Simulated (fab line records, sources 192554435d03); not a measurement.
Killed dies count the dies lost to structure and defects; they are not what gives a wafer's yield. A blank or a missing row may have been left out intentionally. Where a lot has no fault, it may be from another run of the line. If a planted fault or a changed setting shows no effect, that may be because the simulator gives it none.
Chamber matching -- flow n5-finfet -- N5_MOL_CONTACT_COAG_ETCH_15 on rie-diel-03: 4 sister chambers
The step etches SiNx in CH3F/O2, stops on Si:P, target depth 7 nm. 16 wafers are shown with their chamber, then 8 later ones without.

WAFERS, EACH WITH ITS CHAMBER
wafer,chamber,drypump-motor-current-A (A),rf-vpp-V (V),showerhead-plenum-p-Torr (Torr)
L075.3,2,5.3,304,2.05
L075.4,3,5.4,299,2.05
L075.6,3,5.5,302,2.05
L081.2,0,5.8,286,1.98
L081.5,2,5.3,304,2.04
L081.6,3,5.4,301,2.05
L085.1,3,5.5,300,2.05
L085.3,0,5.8,288,1.97
L085.4,2,5.4,303,2.04
L086.2,0,5.8,286,1.97
L086.4,3,5.5,301,2.05
L086.6,3,5.5,301,2.05
L091.1,3,5.4,300,2.04
L091.2,1,6.3,311,2.02
L091.6,3,5.4,301,2.04
L093.1,2,5.4,302,2.03

SIGNATURES (means of the wafers above)
reading,chamber 0,chamber 1,chamber 2,chamber 3,scatter within a chamber
drypump-motor-current-A,5.800,6.300,5.350,5.450,0.05
rf-vpp-V,286.67,311.00,303.25,300.62,0.97
showerhead-plenum-p-Torr,1.9733,2.0200,2.0400,2.0475,0.00589
Rule: distance of a wafer from a chamber = root of the sum over the readings of ((wafer's reading minus chamber's mean) / reading's scatter) squared. If the next closest chamber is less than 2 further off than the closest, the wafer can't be placed; otherwise it belongs to the closest. How the scatter is found: for the shown wafers, subtract from each reading the mean of its chamber, square and add these, divide the total by (wafers less chambers), then take the root.

WAFERS WITHOUT THEIR CHAMBER
wafer,drypump-motor-current-A (A),rf-vpp-V (V),showerhead-plenum-p-Torr (Torr)
L093.3,6.3,313,2.01
L093.4,5.4,302,2.03
L094.2,6.3,312,2.01
L094.3,5.4,302,2.04
L094.5,5.3,301,2.03
L096.4,5.4,301,2.04
L096.5,5.4,300,2.04
L096.6,5.8,287,1.97

WHICH CHAMBER EACH WENT THROUGH
wafer,from the rows above,in truth
L093.3,1,1
L093.4,can't be placed: 2 or 3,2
L094.2,1,1
L094.3,can't be placed: 2 or 3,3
L094.5,can't be placed: 2 or 3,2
L096.4,can't be placed: 3 or 2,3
L096.5,can't be placed: 3 or 2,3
L096.6,0,0
3 of 8 placed correctly. These rows do not allow placing 5 (true chamber among the candidates in 5). 0 placed wrongly.
